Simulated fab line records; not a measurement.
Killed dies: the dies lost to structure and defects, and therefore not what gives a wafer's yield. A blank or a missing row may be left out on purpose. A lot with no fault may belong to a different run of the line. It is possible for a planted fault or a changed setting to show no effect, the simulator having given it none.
fab line records ; flow n5Finfet
[record] lots = 7; wafers = 21
route steps=1938 shown PAD_METAL@1896
startH: hours from the record's opening day to when the first of the lot's shown wafers began ; waitH: hours elapsed since this lot's preceding step ; " identical to the entry in the row above ; L1.1+2: several wafers, shown together as one row ; - no value, or no start was given ; * or withheld: withheld ; < > ~ a bound
route shown NAME@n: names a module that has steps shown in the file, with the first one's number in the route ; usual: average and standard deviation across the fault-free wafers ; same: alike in all rows ; chamber/n: place in a boat ; sites: each site's reading ; _std_site: standard deviation of those values ; _edge_site: inner sites' mean taken away from outer sites' mean ; radiusMm: for every site, how far away it sits from the centre of the wafer ; mask NAME#n: copy n ; behind: the last tool/chamber to shape the wafer ; hold: what put the lot on hold/how long, in hours/how the hold closed ; device: the transistor (n, p or np) that didn't switch ; end of line: tests of these same wafers at the route's end ; step lacking rows: just its recipe ; killed: count of dies lost to structure and defects at first sort (not the wafer's yield) ; map: per-die view of a wafer (x killed, . not killed, _ where there is no die)
set.NAME: the setting the step ran with; set.NAME@STEP: the setting that earlier step ran with ; model.NAME: the simulator's own value behind a step, which no gauge read
lots where settings were altered on purpose, with a table for each step and a row for each wafer
[[steps]]
[step N5_PASSIVATION_AL_DEP_21]
[recipe] material = Al; targetThkA = 28000; tempC = 400; timeS = 170; powerW = 30000; chamberPressurePa = 0.4; gas = Ar
lot.wafer;tool;chamber;startH;waitH;set.timeS;model.Al_of_PASSIVATION_AL_DEP_21.thkNm
L080.1;pvdSputter-03;-;307.43;0.1;154.5;2583
L080.2;pvdSputter-03;-;307.43;0.1;170;2832
L080.3;pvdSputter-03;-;307.43;0.1;170;2763
L082.2;pvdSputter-02;-;307.99;0.1;170;2833
L082.3;pvdSputter-02;-;307.99;0.1;170;2790
L082.6;pvdSputter-02;-;307.99;0.1;170;2788
L085.4;pvdSputter-03;-;343.26;0.1;170;2856
L085.5;pvdSputter-03;-;343.26;0.1;170;2802
L085.6;pvdSputter-03;-;343.26;0.1;170;2760
L088.1;pvdSputter-03;-;358.23;0.1;170;2794
L088.5;pvdSputter-03;-;358.23;0.1;170;2840
L088.6;pvdSputter-03;-;358.23;0.1;170;2817
L094.1;pvdSputter-02;-;392.42;0.1;189.6;3129
L094.2;pvdSputter-02;-;392.42;0.1;170;2812
L094.5;pvdSputter-02;-;392.42;0.1;189.6;3077
L097.3;pvdSputter-03;-;407.89;0.1;178.4;2952
L097.4;pvdSputter-03;-;407.89;0.1;178.4;2949
L097.6;pvdSputter-03;-;407.89;0.1;170;2861
L096.3;pvdSputter-02;-;408.16;0.1;170;2835
L096.4;pvdSputter-02;-;408.16;0.1;191.7;3110
L096.5;pvdSputter-02;-;408.16;0.1;191.7;3167
[[key]]
[split] step = N5_PASSIVATION_AL_DEP_21; setting = timeS; stated = 170; by = wafer
[response] step = N5_PASSIVATION_AL_DEP_21; reading = model.Al_of_PASSIVATION_AL_DEP_21.thkNm; change = +23.9; per = 1%; r = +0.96
